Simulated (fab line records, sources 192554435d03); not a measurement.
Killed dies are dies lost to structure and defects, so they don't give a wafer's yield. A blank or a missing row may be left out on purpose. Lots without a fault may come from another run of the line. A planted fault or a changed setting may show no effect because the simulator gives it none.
Split-lot experiment | flow n5_finfet | 7 lots, 21 wafers read, on a route of 1938 steps

THE SPLIT
At N5_FIN_SAQP_ETCH_34 (etches SiO2 in C4F6/O2, target depth 45 nm, time 15 s), the setting source_w was moved away from the recipe's 345 W on 7 of the 21 wafers read, by -16.9% to +16.1%. The other wafers ran this setting at the recipe's value.

The reading is taken at the split's own step.

THE READING
rf_vpp_V, in V, at N5_FIN_SAQP_ETCH_34 (etches SiO2 in C4F6/O2, target depth 45 nm, time 15 s). Fault-free wafers of this fab line usually give 669 V, standard deviation 5.4 V.

wafer  | tool, chamber at the split | source_w as run, W | against the recipe | rf_vpp_V, V | against lot-mates on the recipe
L074.1 | rie_diel-02, 2             | 345                | recipe             | 659         | -
L074.2 | rie_diel-02, 1             | 345                | recipe             | 672         | -
L074.6 | rie_diel-02, 2             | 345                | recipe             | 658         | -
L076.1 | rie_diel-02, 2             | 400.7              | +16.1%             | 610         | -58
L076.2 | rie_diel-02, 3             | 345                | recipe             | 668         | -
L076.3 | rie_diel-02, 0             | 400.7              | +16.1%             | 626         | -42
L082.1 | rie_diel-02, 2             | 345                | recipe             | 659         | -
L082.4 | rie_diel-02, 0             | 345                | recipe             | 677         | -
L082.6 | rie_diel-02, 2             | 345                | recipe             | 659         | -
L087.4 | rie_diel-02, 2             | 345                | recipe             | 658         | -
L087.5 | rie_diel-02, 1             | 345                | recipe             | 673         | -
L087.6 | rie_diel-02, 2             | 345                | recipe             | 658         | -
L089.1 | rie_diel-01, 0             | 345                | recipe             | 665         | -
L089.2 | rie_diel-01, 2             | 365.7              | +6.0%              | 649         | -23
L089.4 | rie_diel-01, 3             | 345                | recipe             | 679         | -
L094.1 | rie_diel-02, 3             | 286.6              | -16.9%             | 735         | +77
L094.3 | rie_diel-02, 2             | 345                | recipe             | 658         | -
L094.5 | rie_diel-02, 2             | 286.6              | -16.9%             | 723         | +65
L095.2 | rie_diel-05, 0             | 345                | recipe             | 672         | -
L095.4 | rie_diel-05, 2             | 322.6              | -6.5%              | 685         | +13
L095.6 | rie_diel-05, 1             | 322.6              | -6.5%              | 694         | +22

THE FIT
A straight line over all 21 wafers: rf_vpp_V changes by -3.36 V for each +1% of source_w; r = -0.96; the points scatter about the line by 8 V.
The same after taking each lot's own level away (the mean of its wafers on the recipe; 21 wafers): -3.6 V for each +1%; r = -0.96; scatter 8 V.
On that fit, the largest move of source_w shifts the reading by 61 V.
The lots' own levels span 658.0 to 672.0 V, that is 2.6 times the standard deviation above.
So the lot-to-lot level changes the slope little: the two slopes agree.
Check: with one of the wafers moved furthest among these (-16.9%) left out of the fit, the line predicts +56.4 V for it against its lot-mates. It came out at +77 V against them.
Tool readings at the split's step, against how far the setting was moved: etch_rf_on_time_s r = -0.96; rf_vpp_V r = -0.96.

OTHER SPLITS ON THESE WAFERS
These wafers also went through other splits before the reading. Each is held against what the fit with the lots' levels taken away leaves over:
other split on the same wafers        | wafers away from the commonest value | r with rf_vpp_V (lot level and that fit taken away)
N5_FIN_SAQP_SPACER1_ALD_24 ald_cycles | 5                                    | +0.10

THE WHOLE CHAIN: every reading that the file lists as answering this split, in the file's order
step                | what it does                                          | reading           | change (the file's fit)              | r (the file's)
N5_FIN_SAQP_ETCH_34 | etches SiO2 in C4F6/O2, target depth 45 nm, time 15 s | etch_rf_on_time_s | withheld for each +1% of the setting | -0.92
N5_FIN_SAQP_ETCH_34 | etches SiO2 in C4F6/O2, target depth 45 nm, time 15 s | rf_vpp_V          | -3.6 V for each +1% of the setting   | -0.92

THE FILE'S OWN FIT
rf_vpp_V changes by -3.6 V for each +1% of source_w, r = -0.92.
